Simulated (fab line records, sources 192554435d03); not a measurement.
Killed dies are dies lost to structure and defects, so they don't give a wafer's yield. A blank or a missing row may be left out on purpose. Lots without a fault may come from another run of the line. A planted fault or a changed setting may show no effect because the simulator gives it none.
Chamber matching | flow n5_finfet | N5_GATE_CUT_CMP_23 on cmp-01: 4 sister chambers
The step polishes, stops on SiO2, t overpolish 23.4 s, target thk 16 nm. 15 wafers are shown with their chamber, then 7 later ones without.

WAFERS WITH THEIR CHAMBER
wafer  | chamber | motor_current_A (A) | pad_life_wafers | overpolish_run_s (s)
L077.1 | 2       | 9.5                 | 986             | 23.405
L077.2 | 0       | 9.5                 | 984             | 23.396
L077.4 | 1       | 8.2                 | 985             | 23.399
L078.4 | 1       | 8.5                 | 1046            | 23.404
L079.3 | 0       | 9.9                 | 1170            | 23.394
L079.4 | 2       | 9.8                 | 1172            | 23.389
L084.3 | 2       | 9.5                 | 1440            | 23.391
L084.4 | 1       | 8.0                 | 1443            | 23.407
L085.2 | 0       | 9.2                 | 1503            | 23.416
L085.4 | 3       | 9.0                 | 1502            | 23.403
L088.2 | 3       | 9.0                 | 1665            | 23.403
L088.3 | 0       | 9.4                 | 1662            | 23.400
L088.4 | 1       | 8.6                 | 1663            | 23.392
L091.3 | 3       | 8.8                 | 1808            | 23.396
L091.4 | 1       | 8.7                 | 1806            | 23.381

SIGNATURES (means of the wafers above)
reading          | chamber 0 | chamber 1 | chamber 2 | chamber 3 | scatter within a chamber
motor_current_A  | 9.500     | 8.400     | 9.600     | 8.933     | 0.25
pad_life_wafers  | 1329.75   | 1388.60   | 1199.33   | 1658.33   | 297
overpolish_run_s | 23.40150  | 23.39660  | 23.39500  | 23.40067  | 0.00913
Rule: a wafer's distance from a chamber is the root of the sum, over the readings, of the square of ((its reading less the chamber's mean) divided by the reading's scatter). The wafer belongs to the nearest chamber; if the next one is less than 2 further off, it can't be placed. The scatter: the root of (the sum of the squares of (reading less its chamber's mean) over the shown wafers, divided by (wafers less chambers)).

WAFERS WITHOUT THEIR CHAMBER
wafer  | motor_current_A (A) | pad_life_wafers | overpolish_run_s (s)
L092.2 | 9.9                 | 1866            | 23.401
L092.3 | 8.6                 | 1867            | 23.393
L092.4 | 9.2                 | 1868            | 23.400
L093.1 | 9.2                 | 1946            | 23.405
L093.3 | 9.4                 | 1944            | 23.394
L093.4 | 8.2                 | 1947            | 23.398
L095.2 | 9.4                 | 2010            | 23.386

WHICH CHAMBER EACH WENT THROUGH
wafer  | from the rows above               | in truth
L092.2 | can't be placed: 0 or 2 or 3      | 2
L092.3 | can't be placed: 3 or 1           | 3
L092.4 | can't be placed: 3 or 0 or 2      | 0
L093.1 | can't be placed: 3 or 0 or 2      | 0
L093.3 | can't be placed: 3 or 0 or 2      | 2
L093.4 | can't be placed: 1 or 3           | 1
L095.2 | can't be placed: 3 or 0 or 2 or 1 | 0
Placed correctly: 0 of 7. Can't be placed from these rows: 7 (the true chamber is among the candidates in 7). Placed wrongly: 0.
